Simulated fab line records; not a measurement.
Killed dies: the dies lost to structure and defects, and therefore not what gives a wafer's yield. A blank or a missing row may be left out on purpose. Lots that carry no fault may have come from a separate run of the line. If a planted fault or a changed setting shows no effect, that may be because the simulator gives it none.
Which tool did it? + flow nand-harc + 15 lots, 44 wafers sampled, at 5 steps of a route of 1159

== WHAT THE GAUGES READ, wafer by wafer ==
NHARC_A_ONON_D1_THK_MEAS_05: measures by ellipsometry.
| lot  | measured     | on            | thk-nm (nm)    |
|------|--------------|---------------|----------------|
| L329 | day 7 14:10  | film-metro-02 | 997 998 997    |
| L331 | day 7 19:47  | film-metro-01 | 1004 1004 1005 |
| L330 | day 7 19:49  | film-metro-02 | 1009 1010 1011 |
| L332 | day 8 16:26  | film-metro-01 | 993 992 991    |
| L334 | day 8 21:55  | film-metro-02 | 1008 1009 1006 |
| L336 | day 9 08:37  | film-metro-01 | 1017 1014      |
| L339 | day 9 15:08  | film-metro-02 | 993 993 995    |
| L345 | day 11 16:13 | film-metro-02 | 998 996 996    |
| L346 | day 11 20:36 | film-metro-01 | 1008 1010 1006 |
| L347 | day 12 04:37 | film-metro-02 | 1003 1004 1005 |
| L350 | day 12 09:35 | film-metro-01 | 1009 1010 1010 |
| L348 | day 12 09:35 | film-metro-02 | 980 980 980    |
| L349 | day 12 13:13 | film-metro-01 | 996 1001 999   |
| L351 | day 13 04:01 | film-metro-01 | 995 996 994    |
| L352 | day 13 14:31 | film-metro-02 | 1002 1002 1003 |

NHARC_A_ONON_D1_THK_MEAS_18: measures by ellipsometry.
| lot  | measured     | on            | thk-nm (nm)    |
|------|--------------|---------------|----------------|
| L329 | day 7 23:13  | film-metro-02 | 1023 1021 1020 |
| L331 | day 8 04:35  | film-metro-01 | 983 981 982    |
| L330 | day 8 04:36  | film-metro-02 | 978 979 979    |
| L332 | day 9 01:39  | film-metro-01 | 1012 1011 1011 |
| L334 | day 9 06:41  | film-metro-01 | 998 678 998    |
| L336 | day 9 17:26  | film-metro-01 | 1010 692       |
| L339 | day 10 04:43 | film-metro-01 | 1001 1002 684  |
| L345 | day 12 00:53 | film-metro-02 | 987 987 987    |
| L346 | day 12 05:23 | film-metro-01 | 1002 1002 1002 |
| L347 | day 12 16:32 | film-metro-01 | 1016 1016 1015 |
| L350 | day 12 16:33 | film-metro-02 | 987 986 987    |
| L348 | day 12 16:32 | film-metro-02 | 994 995 995    |
| L349 | day 12 22:05 | film-metro-02 | 1005 1005 1005 |
| L351 | day 13 12:52 | film-metro-02 | 1000 999 999   |
| L352 | day 13 23:21 | film-metro-02 | 992 994 994    |

NHARC_END_SORT_01.
| lot  | measured     | on        | killed-at-array | killed-at-other | killed-at-periphery | killed-dies | killed-open | killed-short |
|------|--------------|-----------|-----------------|-----------------|---------------------|-------------|-------------|--------------|
| L334 | day 20 16:41 | prober-01 | 8 674 12        | 0 0 0           | 0 3 2               | 8 677 14    | 2 3 2       | 2 0 1        |
| L336 | day 21 05:34 | prober-02 | 28 676          | 0 0             | 4 1                 | 32 677      | 2 4         | 1 7          |
| L339 | day 22 09:43 | prober-01 | 22 18 675       | 3 1 1           | 1 1 1               | 26 20 677   | 7 4 2       | 1 1 0        |

== WHAT TOOL EACH LOT RAN ON (gives the tool, then ch and the chambers of the sampled wafers, and finally the start) ==
| lot  | NHARC_A_ONON_D1_DEP_16           | NHARC_A_ONON_D1_DEP_33          |
|------|----------------------------------|---------------------------------|
| L329 | pecvd-onon-03 ch 0, day 7 22:42  | pecvd-03 ch 0,1,2, day 8 01:34  |
| L331 | pecvd-onon-03 ch 0, day 8 04:05  | pecvd-02 ch 0,1, day 8 06:55    |
| L330 | pecvd-onon-04 ch 0, day 8 04:16  | pecvd-04 ch 0,1,2, day 8 07:04  |
| L332 | pecvd-onon-02 ch 0, day 9 01:08  | pecvd-03 ch 0,2, day 9 04:32    |
| L334 | pecvd-onon-03 ch 0, day 9 06:11  | pecvd-03 ch 0,1, day 9 09:00    |
| L336 | pecvd-onon-03 ch 0, day 9 17:08  | pecvd-04 ch 0,1, day 9 19:53    |
| L339 | pecvd-onon-03 ch 0, day 10 04:16 | pecvd-02 ch 0,1, day 10 07:20   |
| L345 | pecvd-onon-02 ch 0, day 12 00:23 | pecvd-04 ch 0,1, day 12 03:13   |
| L346 | pecvd-onon-02 ch 0, day 12 04:55 | pecvd-04 ch 0,1,2, day 12 07:43 |
| L347 | pecvd-onon-04 ch 0, day 12 16:02 | pecvd-02 ch 0,1, day 12 18:53   |
| L350 | pecvd-onon-02 ch 0, day 12 16:09 | pecvd-04 ch 0,1, day 12 18:58   |
| L348 | pecvd-onon-03 ch 0, day 12 16:08 | pecvd-03 ch 1,2, day 12 18:56   |
| L349 | pecvd-onon-04 ch 0, day 12 21:34 | pecvd-03 ch 0,1,2, day 13 00:26 |
| L351 | pecvd-onon-03 ch 0, day 13 12:21 | pecvd-02 ch 0,1, day 13 15:12   |
| L352 | pecvd-onon-02 ch 0, day 13 22:50 | pecvd-04 ch 1,2, day 14 01:45   |
- NHARC_A_ONON_D1_DEP_16: target thk 1000 nm.
- NHARC_A_ONON_D1_DEP_33: deposits SiO2, target thk 200 nm.

== WHAT THE TOOLS THEMSELVES READ (means of the sampled wafers that have a number; where no wafer has one, the mark that the record gives instead) ==
NHARC_A_ONON_D1_DEP_33.
| lot  | tool     | heater-power-outer-w (W) | heater-power-w (W) | throttle-valve-pct (%) |
|------|----------|--------------------------|--------------------|------------------------|
| L329 | pecvd-03 | 289                      | 506                | 16.2                   |
| L331 | pecvd-02 | 299                      | 513                | 15.6                   |
| L330 | pecvd-04 | 302                      | 553                | 15.7                   |
| L332 | pecvd-03 | 313                      | 547                | 16.1                   |
| L334 | pecvd-03 | 313                      | 526                | 16.3                   |
| L336 | pecvd-04 | 248                      | 460                | 15.6                   |
| L339 | pecvd-02 | 314                      | 527                | 15.9                   |
| L345 | pecvd-04 | 266                      | 500                | 15.8                   |
| L346 | pecvd-04 | 298                      | 543                | 15.7                   |
| L347 | pecvd-02 | 243                      | 441                | 15.9                   |
| L350 | pecvd-04 | 244                      | 474                | 15.7                   |
| L348 | pecvd-03 | 237                      | 413                | 16.0                   |
| L349 | pecvd-03 | 296                      | 516                | 16.4                   |
| L351 | pecvd-02 | 276                      | 488                | 16.0                   |
| L352 | pecvd-04 | 307                      | 564                | 15.3                   |

== THE ANSWER, worked out from the rows above alone ==
Rule: the lots themselves supply what counts as usual. The widest of any qualifying gaps counts: lots, ordered by their means at a reading, are off when they make up no more than a third of the lots, leave a main group of 4 or more, and stand apart from it by 3 or more times the standard deviation of that group's means. The tables above print the reading to a certain number of digits; a main group whose means all agree to those digits is not used. A lot without any number at a reading at which 4 lots or more have one is off too. All remaining lots with rows at the step are treated as sound. First the gauges in route order, then the tools' own readings, where a lot's mean is used as printed above. At the first step where some lot is off, the reading lying furthest off is the one used; lots without a number count as furthest.
Off: L334, L336, L339, at NHARC_A_ONON_D1_THK_MEAS_18 (thk-nm). For the main group the mean is 998 nm and the standard deviation 13.
A tool fits if, at a process step before that reading, it ran every lot that is off, and no sound lot after the first of them. Those tools and the gauges at NHARC_A_ONON_D1_THK_MEAS_18 are tried in the same way. No candidate that was tried fits.

== WHAT THE SIMULATOR HAD PUT IN ==
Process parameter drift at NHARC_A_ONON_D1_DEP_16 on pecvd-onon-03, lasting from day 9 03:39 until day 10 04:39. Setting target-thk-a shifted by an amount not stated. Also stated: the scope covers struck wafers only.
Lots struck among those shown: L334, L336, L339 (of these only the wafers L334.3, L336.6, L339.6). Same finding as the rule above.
